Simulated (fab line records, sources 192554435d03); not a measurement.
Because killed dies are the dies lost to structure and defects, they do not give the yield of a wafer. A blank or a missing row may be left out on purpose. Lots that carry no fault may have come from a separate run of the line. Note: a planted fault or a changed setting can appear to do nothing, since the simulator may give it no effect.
fab line records	flow n5Finfet
record lots=4	wafers=12	lastDay=17
route steps=1938 shown BEOL_M3@942 BEOL_M4@1111 PASSIVATION@1936
lots that met no fault: taken from a fault-free run of the same line
startH: hours from the record's opening day to when the first of the lot's shown wafers began	waitH: time in hours since the lot's previous step	" identical to the entry in the row above	L1.1+2: one row covering several wafers at once	- either no value or no given start	* or withheld: withheld	< > ~ a bound
route shown NAME@n: NAME is a module with steps in the file, n the number in the route of the first one	usual: average and standard deviation across the fault-free wafers	same: alike in all rows	chamber/n: place in a boat	sites: each site's reading	_std_site: standard deviation of those values	_edge_site: the outer-site mean with the inner-site mean subtracted	radiusMm: for every site, how far away it sits from the centre of the wafer	mask NAME#n: copy n	behind: the tool/chamber that last shaped the wafer	hold: why the lot was held/for how many hours/how that ended	device: transistor that didn't switch, given as n, p or np	end of line: the same wafers' tests at the end of the route	for a step that has no rows: nothing shown but its recipe	killed: the dies lost at the first sort to structure and to defects; this is not the yield of the wafer	map: the dies of a wafer, with x for killed, . for not killed, _ for no die there
set.NAME: setting as actually run; set.NAME@STEP: the setting as run at that earlier step	model.NAME: the simulator's own value behind a step, which no gauge read
a table for each step, a row for each wafer; lots at some steps of the route
services: the hour from which a tool's chamber was out of use, counted from the record's first day as startH (under 0 if before that day), plus the number of hours and why
## steps
# step N5_BEOL_M3_PEB_09
# recipe pebTempC=100	pebTimeS=60	resist=CAR-EUV
# step N5_BEOL_M3_DEVELOP_10
# recipe developTimeS=30	developer=TMAH	resist=CAR-EUV	rinseLiquid=surfactantRinse	dry=airSpin	devTempC=23
# step N5_BEOL_M3_DESCUM_16
# recipe chemistry=O2	timeS=7	sourcePowerW=50	biasPowerW=20	pressureMtorr=20	rfFrequencyHz=2.712e+07	tempC=40	resist=CAR-EUV	o2FlowSccm=225
# step N5_BEOL_M3_ETCH_74
# recipe chemistry=N2/H2	target=underlayer	targetDepthA=65	maskMaterial=CAR-EUV	timeS=5.2	ionEnergyEv=200	pressureMtorr=30	sourceW=840	biasW=150	n2FlowSccm=200	h2FlowSccm=200	ends=cleared
# step N5_BEOL_M3_ETCH_63
# recipe chemistry=CF4	target=SiARC	targetDepthA=156	maskMaterial=CAR-EUV	timeS=26	ionEnergyEv=80	pressureMtorr=40	sourceW=545	biasW=36	Ar_flow_sccm=100	cf4FlowSccm=100	ends=cleared
# step N5_BEOL_M3_ETCH_64
# recipe chemistry=N2/H2	target=SOC	targetDepthA=750	overetchA=150	maskMaterial=SiARC	tempC=40	timeS=112.5	ionEnergyEv=200	pressureMtorr=30	sourceW=840	biasW=150	n2FlowSccm=200	h2FlowSccm=200
# step N5_BEOL_M3_STRIP_65
# recipe chemistry=N2/H2	tempC=40	n2FlowSccm=200	h2FlowSccm=200	rfFrequencyHz=6e+07
# step N5_BEOL_M3_STRIP_75
# recipe chemistry=N2/H2	tempC=40	n2FlowSccm=200	h2FlowSccm=200	rfFrequencyHz=6e+07
# step N5_BEOL_M3_STRIP_66
# recipe chemistry=CF4	resist=SiARC	powerW=300	biasPowerW=75	pressureMtorr=50	cf4FlowSccm=150	rfFrequencyHz=6e+07
# step N5_BEOL_M3_HM_OPEN_17
# recipe chemistry=Cl2/BCl3	targetDepthA=200	overetchA=60	target=TiN	maskMaterial=SOC	ionEnergyEv=150	pressureMtorr=10	icpW=1000	biasW=126	Cl2_flow_sccm=53.25	bcl3FlowSccm=21.75	Ar_flow_sccm=25
# usual drypumpMotorCurrentA=5.62/0.28	mfcArSccm=24.99/0.085	oesProductAu=0.61/0.064	throttleValvePct=22.19/0.15
lot.wafer	tool	chamber	startH	waitH	drypumpMotorCurrentA	mfcArSccm	oesProductAu	rfHoursCounterH	throttleValvePct	model.etch.depthNm	model.SOC_of_BEOL_M3_COAT_61.thkNm	model.BEOL_M3.cdOffsetNm
L456.3	rieMetal-03	1	144.50	0.1	5.13	25.09	0.66	-	22.14	20.11	52.4	-0.2
L456.4	"	0	"	"	5.74	25.15	0.65	-	22.11	20.2	52.4	-0.6
L456.6	"	0	"	"	5.75	25.21	0.65	-	22.10	20.17	52.4	-0.8
L474.1	rieMetal-03	0	259.47	0.0	5.75	24.88	0.63	62	22.12	20.32	52.4	0.2
L474.5	"	0	"	"	5.73	24.99	0.63	-	22.14	20.12	52.2	0.2
L474.6	"	1	"	"	5.10	24.93	0.52	-	22.37	13.68	56	-0.2
L475.1	rieMetal-03	0	262.16	0.0	5.74	25.03	0.64	62	22.13	20.57	52	0.2
L475.2	"	1	"	"	5.15	25.01	0.54	43	22.38	13.95	56	-0.6
L475.6	"	1	"	"	5.13	24.90	0.53	-	22.39	13.76	56	-0.4
L477.1	rieMetal-01	1	277.09	0.0	5.66	24.91	0.77	3	22.26	19.9	52.2	0
L477.2	"	0	"	"	6.02	24.84	0.58	80	22.23	19.85	52	0.4
L477.5	"	0	"	"	6.04	24.94	0.58	-	22.24	19.8	51.8	-0.6
# step N5_BEOL_M3_STRIP_19
# recipe chemistry=O2	powerW=400	tempC=40	pressureMtorr=30	rfFrequencyHz=6e+07	biasPowerW=0	overashFraction=0.2	o2FlowSccm=225
# step N5_BEOL_M3_COAT_67
# recipe resist=SOC	tempC=250	timeS=60	spinRpm=1500	resistThkNm=60
# step N5_BEOL_M3_COAT_68
# recipe resist=SiARC	tempC=220	timeS=60	spinRpm=1500	resistThkNm=12
# step N5_BEOL_M3_COAT_76
# recipe resist=underlayer	tempC=205	timeS=60	spinRpm=1500	resistThkNm=5
# step N5_BEOL_M3_COAT_22
# recipe resist=CAR-EUV	spinRpm=1500	resistThkNm=30
# step N5_BEOL_M3_EBR_24
# recipe solvent=PGMEA	ebrWidthMm=1.5
# step N5_BEOL_M3_SOFTBAKE_23
# recipe tempC=110	timeS=60	resist=CAR-EUV
# step N5_BEOL_M3_EXPOSE_25
# recipe maskId=V2	na=0.33	sourceShape=quasar	sigmaInner=0.2	sigmaOuter=0.8	polarization=unpolarized	defocusNm=5	doseMj=63
# step N5_BEOL_M3_PEB_26
# recipe pebTempC=100	pebTimeS=60	resist=CAR-EUV
# step N5_BEOL_M3_DEVELOP_27
# recipe developTimeS=30	developer=TMAH	resist=CAR-EUV	rinseLiquid=surfactantRinse	dry=airSpin	devTempC=23
# step N5_BEOL_M3_DESCUM_33
# recipe chemistry=O2	timeS=7	sourcePowerW=50	biasPowerW=20	pressureMtorr=20	rfFrequencyHz=2.712e+07	tempC=40	resist=CAR-EUV	o2FlowSccm=225
# step N5_BEOL_M3_ETCH_77
# recipe chemistry=N2/H2	target=underlayer	targetDepthA=65	maskMaterial=CAR-EUV	timeS=5.2	ionEnergyEv=200	pressureMtorr=30	sourceW=840	biasW=150	n2FlowSccm=200	h2FlowSccm=200	ends=cleared
# step N5_BEOL_M3_ETCH_69
# recipe chemistry=CF4	target=SiARC	targetDepthA=156	maskMaterial=CAR-EUV	timeS=26	ionEnergyEv=80	pressureMtorr=40	sourceW=545	biasW=36	Ar_flow_sccm=100	cf4FlowSccm=100	ends=cleared
# step N5_BEOL_M3_ALD_98
# recipe material=SiO2	targetThkA=25	tempC=100	aldPrecursorFamily=BDEAS	aldCoReactant=O2-plasma	pulseTimeS=1	coReactantPulseTimeS=1	purgeTimeS=2	coReactantPurgeTimeS=2	aldCycles=17	pressureTorr=2
# step N5_BEOL_M3_ETCHBACK_99
# recipe chemistry=CHF3	target=SiO2	targetDepthA=50	timeS=10.4	sourceW=215	biasW=47	Ar_flow_sccm=200	CHF3_flow_sccm=12	ionEnergyEv=100	pressureMtorr=30
# usual drypumpMotorCurrentA=5.8/0.56	mfcArSccm=200.1/0.56	oesProductAu=0.80/0.075	rfVppV=241/5.9	showerheadPlenumPTorr=2.17/0.056	throttleValvePct=17.09/0.28
lot.wafer	tool	chamber	startH	waitH	drypumpMotorCurrentA	mfcArSccm	oesProductAu	rfHoursCounterH	rfVppV	showerheadPlenumPTorr	throttleValvePct
L456.3	rieDiel-05	0	148.70	3.3	5.7	199.7	0.80	92	251	2.26	16.77
L456.4	"	1	"	"	5.8	199.7	0.74	142	238	2.07	17.29
L456.6	"	3	"	"	6.3	200.3	0.81	-	231	2.18	17.45
L474.1	rieDiel-04	3	261.31	0.8	5.4	198.8	0.94	11	244	2.20	16.55
L474.5	"	1	"	"	5.6	200.4	0.75	-	230	2.16	17.11
L474.6	"	2	"	"	6.5	200.5	0.27	-	236	2.09	17.56
L475.1	rieDiel-05	0	265.88	2.9	5.7	200.0	0.77	127	250	2.25	16.83
L475.2	"	3	"	"	6.3	200.4	0.29	122	233	2.17	17.45
L475.6	"	3	"	"	6.3	199.8	0.29	-	233	2.17	17.47
L477.1	rieDiel-05	3	280.33	2.1	6.3	199.5	0.78	127	232	2.17	17.51
L477.2	"	2	"	"	5.2	201.0	0.72	201	239	2.14	16.99
L477.5	"	1	"	"	5.8	201.0	0.72	-	237	2.05	17.37
# step N5_BEOL_M3_ETCH_70
# recipe chemistry=N2/H2	target=SOC	targetDepthA=800	overetchA=160	maskMaterial=SiARC	tempC=40	timeS=120	ionEnergyEv=200	pressureMtorr=30	sourceW=840	biasW=150	n2FlowSccm=200	h2FlowSccm=200
# step N5_BEOL_M3_STRIP_71
# recipe chemistry=N2/H2	tempC=40	n2FlowSccm=200	h2FlowSccm=200	rfFrequencyHz=6e+07
# step N5_BEOL_M3_STRIP_78
# recipe chemistry=N2/H2	tempC=40	n2FlowSccm=200	h2FlowSccm=200	rfFrequencyHz=6e+07
# step N5_BEOL_M3_STRIP_83
# recipe chemistry=C4F6/O2	resist=SiARC	rfFrequencyHz=6e+07
# step N5_BEOL_M3_STRIP_36
# recipe chemistry=N2/H2	powerW=450	tempC=40	pressureMtorr=20	rfFrequencyHz=6e+07	overashFraction=0.3	biasPowerW=7	h2Frac=0.5	n2FlowSccm=200	h2FlowSccm=200
# step N5_BEOL_M3_TRENCH_ETCH_37
# recipe chemistry=C4F6/O2	targetDepthA=555.55	target=SiOC	timeS=29.2	ionEnergyEv=250	pressureMtorr=30	sourceW=355	biasW=185	Ar_flow_sccm=300	C4F6_flow_sccm=10	O2_flow_sccm=10
# step N5_BEOL_M3_ETCH_41
# recipe chemistry=CH3F/O2	target=SiCN	targetDepthA=299	taperDeg=2	timeS=52.5	ionEnergyEv=120	maskMaterial=TiN	pressureMtorr=30	sourceW=395	biasW=75	Ar_flow_sccm=150	CH3F_flow_sccm=30	O2_flow_sccm=20
# usual drypumpMotorCurrentA=5.8/0.56	mfcArSccm=150.0/0.44	oesProductAu=0.80/0.076	rfVppV=297.7/1.4	showerheadPlenumPTorr=2.02/0.054	throttleValvePct=16.34/0.27
lot.wafer	tool	chamber	startH	waitH	drypumpMotorCurrentA	mfcArSccm	oesProductAu	rfHoursCounterH	rfVppV	showerheadPlenumPTorr	throttleValvePct
L456.3	rieDiel-05	0	-	-	5.7	150.4	0.80	92	301.1	2.10	16.01
L456.4	"	1	"	"	5.8	150.4	0.74	142	296.9	1.92	16.53
L456.6	"	3	"	"	6.3	149.6	0.81	-	296.8	2.03	16.67
L474.1	rieDiel-04	3	-	-	5.4	149.4	0.94	11	299.4	2.04	15.78
L474.5	"	1	"	"	5.6	150.1	0.75	-	297.6	2.01	16.37
L474.6	"	2	"	"	6.5	149.6	0.27	-	296.6	1.93	16.80
L475.1	rieDiel-05	0	-	-	5.7	149.6	0.77	127	299.8	2.09	16.08
L475.2	"	3	"	"	6.3	148.8	0.30	122	296.0	2.02	16.72
L475.6	"	3	"	"	6.3	150.7	0.29	-	298.2	2.02	16.71
L477.1	rieDiel-05	3	-	-	6.3	150.4	0.77	127	296.9	2.01	16.73
L477.2	"	2	"	"	5.2	150.5	0.71	201	297.2	1.99	16.24
L477.5	"	1	"	"	5.8	150.3	0.71	-	295.7	1.91	16.62
# step N5_BEOL_M3_STRIP_97
# recipe chemistry=N2/H2	timeS=10	powerW=450	tempC=40	pressureMtorr=20	rfFrequencyHz=6e+07	biasPowerW=7	n2FlowSccm=200	h2FlowSccm=200
# step N5_BEOL_M3_OCD_MEAS_38
# usual trenchDepthNm=55.8/1.2
lot.wafer	tool	chamber	startH	waitH	trenchDepthNm
L456.3	ocd-02	-	149.09	-	56.6
L456.4	"	-	"	"	54.5
L456.6	"	-	"	"	55.1
L474.1	ocd-01	-	261.70	-	57.5
L474.5	"	-	"	"	55.2
L474.6	"	-	"	"	-
L475.1	ocd-01	-	266.27	-	56.6
L475.2	"	-	"	"	-
L475.6	"	-	"	"	-
L477.1	ocd-01	-	280.73	-	55.5
L477.2	"	-	"	"	55.7
L477.5	"	-	"	"	54.0
# step N5_BEOL_M3_CD_MEAS_35
# recipe targetCdNm=18	targetCdYNm=21	polarity=opening
# usual cdNm=17.9/0.33
lot.wafer	tool	chamber	startH	waitH	cdNm
L456.3	cdSem-02	-	149.25	0.0	18.2
L456.4	"	-	"	"	17.4
L456.6	"	-	"	"	17.7
L474.1	cdSem-03	-	261.86	0.0	18.0
L474.5	"	-	"	"	18.2
L474.6	"	-	"	"	-
L475.1	cdSem-02	-	266.72	0.0	18.0
L475.2	"	-	"	"	-
L475.6	"	-	"	"	-
L477.1	cdSem-03	-	280.98	0.0	18.0
L477.2	"	-	"	"	18.5
L477.5	"	-	"	"	17.4
# step N5_BEOL_M4_RC_MEAS_101
# usual DIBL_N=36.3/1.6	DIBL_P=36.2/2	IOFF_N=0.160/0.028	IOFF_P=0.21/0.036	ION_N=677/11	ION_P=465/6.9	SS_N=71.5/0.55	SS_P=73.3/0.64	VT_N=250/3	VT_P=-250/3.5
lot.wafer	tool	chamber	startH	waitH	DIBL_N[mV/V]	DIBL_P[mV/V]	IOFF_N[nA/um]	IOFF_P[nA/um]	ION_N[uA/um]	ION_P[uA/um]	SS_N[mV/dec]	SS_P[mV/dec]	VT_N[mV]	VT_P[mV]
L456.3	prober-01	0	165.19	0.3	36.3	35.7	0.153	0.21	671	465	70.3	72.9	252	-248
L456.4	"	0	"	"	37.3	36.0	0.178	0.22	681	468	71.6	72.5	245	-250
L456.6	"	0	"	"	37.6	36.8	0.164	0.24	677	471	71.2	73.3	248	-246
L475.1	prober-02	0	280.36	0.0	36.3	34.2	0.156	0.21	676	461	70.8	73.0	248	-250
L474.1	prober-01	0	280.45	0.0	36.8	37.4	0.160	0.21	682	469	71.9	73.5	252	-250
L474.5	"	0	"	"	36.4	37.4	0.142	0.20	667	465	71.4	73.9	252	-250
L477.1	prober-02	0	300.11	0.0	33.7	34.0	0.133	0.18	688	476	71.1	72.9	251	-252
L477.2	"	0	"	"	36.8	37.3	0.173	0.23	677	471	71.3	73.4	249	-247
L477.5	"	0	"	"	34.8	35.1	0.150	0.20	670	464	71.4	73.5	250	-247
# step N5_PASSIVATION_PROBE_49
# usual defectLimitedYield=91.2/1.5	killed_at_M0_to_M3=36/10	killed_at_M4_up=13/6	killedAtContacts=11/5.2	killedAtFrontEnd=40/11	killedAtOther=3.1/2.9	killedDies=104/17	killedOnRim=14/3.6	killedOpen=66/12	killedShort=34/7.7	sort_bin_5_function=5.1/0.91	sort_bin_6_memory=3.2/0.67	sortNPass=1076/17	sortYieldPct=91.2/1.5
# same grossDies=1180	killedAtBackSide=0	sort_bin_4_leakage[%]=0	sort_bin_8_speed[%]=0
lot.wafer	tool	chamber	startH	waitH	defectLimitedYield[%]	killed_at_M0_to_M3	killed_at_M4_up	killedAtContacts	killedAtFrontEnd	killedAtOther	killedDies	killedOnRim	killedOpen	killedShort	sort_bin_5_function[%]	sort_bin_6_memory[%]	sortNPass	sortYieldPct[%]
L456.3	prober-02	-	283.98	0.1	88.1	41	20	19	53	7	140	16	87	52	7.2	4.2	1040	88.1
L456.4	prober-02	-	284.03	0.2	90.5	44	13	13	39	3	112	12	72	38	5.7	3.5	1068	90.5
L456.6	prober-02	-	284.13	0.3	89.9	58	20	14	27	0	119	14	85	29	5.7	4.0	1061	89.9
L474.1	prober-01	-	388.67	0.0	90.3	32	4	11	66	2	115	21	60	43	5.3	2.9	1065	90.3
L474.5	prober-01	-	388.87	0.2	90.3	41	9	9	52	3	114	25	59	38	5.4	2.8	1066	90.3
L474.6	prober-01	-	388.92	0.3	0	1111	2	20	45	2	1180	152	81	37	95.9	3.8	0	0
L475.1	prober-02	-	389.66	0.0	91.0	23	20	7	47	9	106	12	66	38	4.9	3.8	1074	91.0
L475.2	prober-02	-	389.71	0.1	0	1090	33	8	45	4	1180	152	63	45	96.9	2.8	0	0
L475.6	prober-02	-	389.91	0.3	0	1106	19	19	32	4	1180	152	56	30	97.1	2.5	0	0
# killed by level:class
L456.3 MOL_CONTACT_COAG:geometricParticle:open=17 BEOL_M4:geometricParticle:open=12 FIN_SAQP:geometricParticle:short=10 FIN_SAQP:geometricParticle:open=10 BEOL_M0_SAQP:geometricParticle:short=10 BEOL_M2:geometricParticle:open=9 STI_FIN_REVEAL:geometricParticle:open=8 STARTING-WAFER:geometricParticle:short=8
L456.4 STI_FIN_REVEAL:geometricParticle:open=11 BEOL_M3:geometricParticle:open=10 MOL_CONTACT_COAG:geometricParticle:open=8 BEOL_M2:geometricParticle:open=8 FIN_SAQP:geometricParticle:open=7 BEOL_M0_SAQP:geometricParticle:short=7 BEOL_M4:geometricParticle:open=7 DUMMY_GATE:geometricParticle:open=5
L456.6 BEOL_M2:geometricParticle:open=19 BEOL_M4:geometricParticle:open=10 BEOL_M3:geometricParticle:open=10 MOL_CONTACT_COAG:geometricParticle:open=8 STI_FIN_REVEAL:geometricParticle:open=7 BEOL_M1:geometricParticle:open=7 FIN_SAQP:geometricParticle:open=5 BEOL_M0_SAQP:geometricParticle:short=5
L474.1 FIN_SAQP:geometricParticle:open=23 FIN_SAQP:geometricParticle:short=19 HKMG_FIN:areaEtch=12 BEOL_M0_SAQP:geometricParticle:short=11 MOL_CONTACT_COAG:geometricParticle:open=10 BEOL_M0_SAQP:geometricParticle:open=10 BEOL_M3:geometricParticle:open=4 DUMMY_GATE:geometricParticle:short=3
L474.5 FIN_SAQP:geometricParticle:short=14 BEOL_M0_SAQP:geometricParticle:open=14 BEOL_M0_SAQP:geometricParticle:short=13 FIN_SAQP:geometricParticle:open=12 HKMG_FIN:areaEtch=12 MOL_CONTACT_COAG:geometricParticle:open=7 BEOL_M2:geometricParticle:open=7 BEOL_M4:geometricParticle:open=5
L474.6 BEOL_M3:areaOpen=1060 MOL_CONTACT_COAG:geometricParticle:open=18 BEOL_M0_SAQP:geometricParticle:open=16 FIN_SAQP:geometricParticle:open=14 BEOL_M0_SAQP:geometricParticle:short=10 FIN_SAQP:geometricParticle:short=9 BEOL_M2:geometricParticle:open=9 BEOL_M1:geometricParticle:open=5
L475.1 FIN_SAQP:geometricParticle:open=9 DUMMY_GATE:geometricParticle:open=7 BEOL_M2:geometricParticle:open=7 STI_FIN_REVEAL:geometricParticle:open=6 ILD0:geometricParticle:short=6 BEOL_M4:geometricParticle:open=6 BEOL_M0_SAQP:geometricParticle:open=5 GATE_CUT:geometricParticle:open=4
L475.2 BEOL_M3:areaOpen=1072 BEOL_M4:geometricParticle:open=11 FIN_SAQP:geometricParticle:short=8 STI_FIN_REVEAL:geometricParticle:short=7 BEOL_M2:geometricParticle:open=6 FIN_SAQP:geometricParticle:open=5 STI_FIN_REVEAL:geometricParticle:open=5 MOL_CONTACT_COAG:geometricParticle:open=5
L475.6 BEOL_M3:areaOpen=1093 MOL_CONTACT_COAG:geometricParticle:open=16 FIN_SAQP:geometricParticle:open=7 ILD0:geometricParticle:short=6 ILD0:geometricParticle:open=5 BEOL_M4:geometricParticle:open=4 BEOL_M5:geometricParticle:short=4 BEOL_M6:geometricParticle:open=4
# map L474.6 (x killed, . not)
_________________xxxxxxxxxxxx________________
______________xxxxxxxxxxxxxxxxxx_____________
___________xxxxxxxxxxxxxxxxxxxxxxxx__________
__________xxxxxxxxxxxxxxxxxxxxxxxxxx_________
________xxxxxxxxxxxxxxxxxxxxxxxxxxxxxx_______
_______xxxxxxxxxxxxxxxxxxxxxxxxxxxxxxxx______
______xxxxxxxxxxxxxxxxxxxxxxxxxxxxxxxxxx_____
_____xxxxxxxxxxxxxxxxxxxxxxxxxxxxxxxxxxxx____
____xxxxxxxxxxxxxxxxxxxxxxxxxxxxxxxxxxxxxx___
___xxxxxxxxxxxxxxxxxxxxxxxxxxxxxxxxxxxxxxxx__
___xxxxxxxxxxxxxxxxxxxxxxxxxxxxxxxxxxxxxxxx__
__xxxxxxxxxxxxxxxxxxxxxxxxxxxxxxxxxxxxxxxxxx_
__xxxxxxxxxxxxxxxxxxxxxxxxxxxxxxxxxxxxxxxxxx_
_xxxxxxxxxxxxxxxxxxxxxxxxxxxxxxxxxxxxxxxxxxxx
_xxxxxxxxxxxxxxxxxxxxxxxxxxxxxxxxxxxxxxxxxxxx
_xxxxxxxxxxxxxxxxxxxxxxxxxxxxxxxxxxxxxxxxxxxx
_xxxxxxxxxxxxxxxxxxxxxxxxxxxxxxxxxxxxxxxxxxxx
_xxxxxxxxxxxxxxxxxxxxxxxxxxxxxxxxxxxxxxxxxxxx
_xxxxxxxxxxxxxxxxxxxxxxxxxxxxxxxxxxxxxxxxxxxx
_xxxxxxxxxxxxxxxxxxxxxxxxxxxxxxxxxxxxxxxxxxxx
_xxxxxxxxxxxxxxxxxxxxxxxxxxxxxxxxxxxxxxxxxxxx
__xxxxxxxxxxxxxxxxxxxxxxxxxxxxxxxxxxxxxxxxxx_
__xxxxxxxxxxxxxxxxxxxxxxxxxxxxxxxxxxxxxxxxxx_
___xxxxxxxxxxxxxxxxxxxxxxxxxxxxxxxxxxxxxxxx__
___xxxxxxxxxxxxxxxxxxxxxxxxxxxxxxxxxxxxxxxx__
____xxxxxxxxxxxxxxxxxxxxxxxxxxxxxxxxxxxxxx___
_____xxxxxxxxxxxxxxxxxxxxxxxxxxxxxxxxxxxx____
______xxxxxxxxxxxxxxxxxxxxxxxxxxxxxxxxxx_____
_______xxxxxxxxxxxxxxxxxxxxxxxxxxxxxxxx______
________xxxxxxxxxxxxxxxxxxxxxxxxxxxxxx_______
__________xxxxxxxxxxxxxxxxxxxxxxxxxx_________
___________xxxxxxxxxxxxxxxxxxxxxxxx__________
______________xxxxxxxxxxxxxxxxxx_____________
_________________xxxxxxxxxxxx________________
# map L475.2 (x killed, . not)
_________________xxxxxxxxxxxx________________
______________xxxxxxxxxxxxxxxxxx_____________
___________xxxxxxxxxxxxxxxxxxxxxxxx__________
__________xxxxxxxxxxxxxxxxxxxxxxxxxx_________
________xxxxxxxxxxxxxxxxxxxxxxxxxxxxxx_______
_______xxxxxxxxxxxxxxxxxxxxxxxxxxxxxxxx______
______xxxxxxxxxxxxxxxxxxxxxxxxxxxxxxxxxx_____
_____xxxxxxxxxxxxxxxxxxxxxxxxxxxxxxxxxxxx____
____xxxxxxxxxxxxxxxxxxxxxxxxxxxxxxxxxxxxxx___
___xxxxxxxxxxxxxxxxxxxxxxxxxxxxxxxxxxxxxxxx__
___xxxxxxxxxxxxxxxxxxxxxxxxxxxxxxxxxxxxxxxx__
__xxxxxxxxxxxxxxxxxxxxxxxxxxxxxxxxxxxxxxxxxx_
__xxxxxxxxxxxxxxxxxxxxxxxxxxxxxxxxxxxxxxxxxx_
_xxxxxxxxxxxxxxxxxxxxxxxxxxxxxxxxxxxxxxxxxxxx
_xxxxxxxxxxxxxxxxxxxxxxxxxxxxxxxxxxxxxxxxxxxx
_xxxxxxxxxxxxxxxxxxxxxxxxxxxxxxxxxxxxxxxxxxxx
_xxxxxxxxxxxxxxxxxxxxxxxxxxxxxxxxxxxxxxxxxxxx
_xxxxxxxxxxxxxxxxxxxxxxxxxxxxxxxxxxxxxxxxxxxx
_xxxxxxxxxxxxxxxxxxxxxxxxxxxxxxxxxxxxxxxxxxxx
_xxxxxxxxxxxxxxxxxxxxxxxxxxxxxxxxxxxxxxxxxxxx
_xxxxxxxxxxxxxxxxxxxxxxxxxxxxxxxxxxxxxxxxxxxx
__xxxxxxxxxxxxxxxxxxxxxxxxxxxxxxxxxxxxxxxxxx_
__xxxxxxxxxxxxxxxxxxxxxxxxxxxxxxxxxxxxxxxxxx_
___xxxxxxxxxxxxxxxxxxxxxxxxxxxxxxxxxxxxxxxx__
___xxxxxxxxxxxxxxxxxxxxxxxxxxxxxxxxxxxxxxxx__
____xxxxxxxxxxxxxxxxxxxxxxxxxxxxxxxxxxxxxx___
_____xxxxxxxxxxxxxxxxxxxxxxxxxxxxxxxxxxxx____
______xxxxxxxxxxxxxxxxxxxxxxxxxxxxxxxxxx_____
_______xxxxxxxxxxxxxxxxxxxxxxxxxxxxxxxx______
________xxxxxxxxxxxxxxxxxxxxxxxxxxxxxx_______
__________xxxxxxxxxxxxxxxxxxxxxxxxxx_________
___________xxxxxxxxxxxxxxxxxxxxxxxx__________
______________xxxxxxxxxxxxxxxxxx_____________
_________________xxxxxxxxxxxx________________
## services
tool	chamber	startH	hours	kind
rieDiel-05	0	121.56	1.7	repair
rieMetal-03	1	155.58	8.0	repair
rieMetal-01	1	186.18	2.5	repair
rieDiel-04	3	202.30	-	clean
rieDiel-04	3	202.30	-	consumableReplace:focusRing
rieDiel-04	3	202.30	28.8	scheduledDown
rieDiel-04	3	202.30	28.8	ventCycle
rieMetal-01	1	228.29	-	clean
rieMetal-01	1	228.29	16.9	scheduledDown
rieMetal-01	1	228.29	16.9	ventCycle
rieDiel-04	0	239.05	-	clean
rieDiel-04	0	239.05	-	consumableReplace:focusRing
rieDiel-04	0	239.05	24.7	scheduledDown
rieDiel-04	0	239.05	24.7	ventCycle
rieMetal-03	-	239.70	0.5	repair
rieMetal-01	-	255.61	1.0	repair
## key
firstSign step=N5_BEOL_M3_ETCHBACK_99	reading=oesProductAu	direction=down	sigmas=6.8	usual=0.80	struck=0.29
effect step=N5_BEOL_M3_ETCH_41	reading=oesProductAu	direction=down	sigmas=6.8	usual=0.80	struck=0.28
effect step=N5_BEOL_M3_OCD_MEAS_38	reading=trenchDepthNm	direction=missing
effect step=N5_BEOL_M3_CD_MEAS_35	reading=cdNm	direction=missing
effect step=N5_PASSIVATION_PROBE_49	reading=killed_at_M0_to_M3	direction=up	sigmas=99+	usual=36	struck=1102
modelEffect step=N5_BEOL_M3_HM_OPEN_17	value=etch.depthNm	without=20.22	struck=13.8
moreKillsBornAt N5_BEOL_M3_HM_OPEN_17@rieMetal-03=3225
metAt N5_BEOL_M3_HM_OPEN_17
struckWafers L474.6,L475.2,L475.6
laterRowsLeftOut L474.6,L475.2,L475.6
baselineLoss step=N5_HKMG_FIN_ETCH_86	wafers=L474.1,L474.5
onsetBetween 144.50 259.47
fault kind=processParameterDrift	tool=rieMetal-03	chamber=1	onsetH=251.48	steps=N5_BEOL_M3_HM_OPEN_17	channel=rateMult	offset=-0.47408	shape=step	endH=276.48
# laterRowsLeftOut: the simulator's readings of these wafers behind a module that went badly wrong aren't trusted and aren't shown, but for the sort
# baselineLoss: these wafers lose ten dies or more at that step, a loss of the line's own and not of a fault; the sort's usual values leave them out
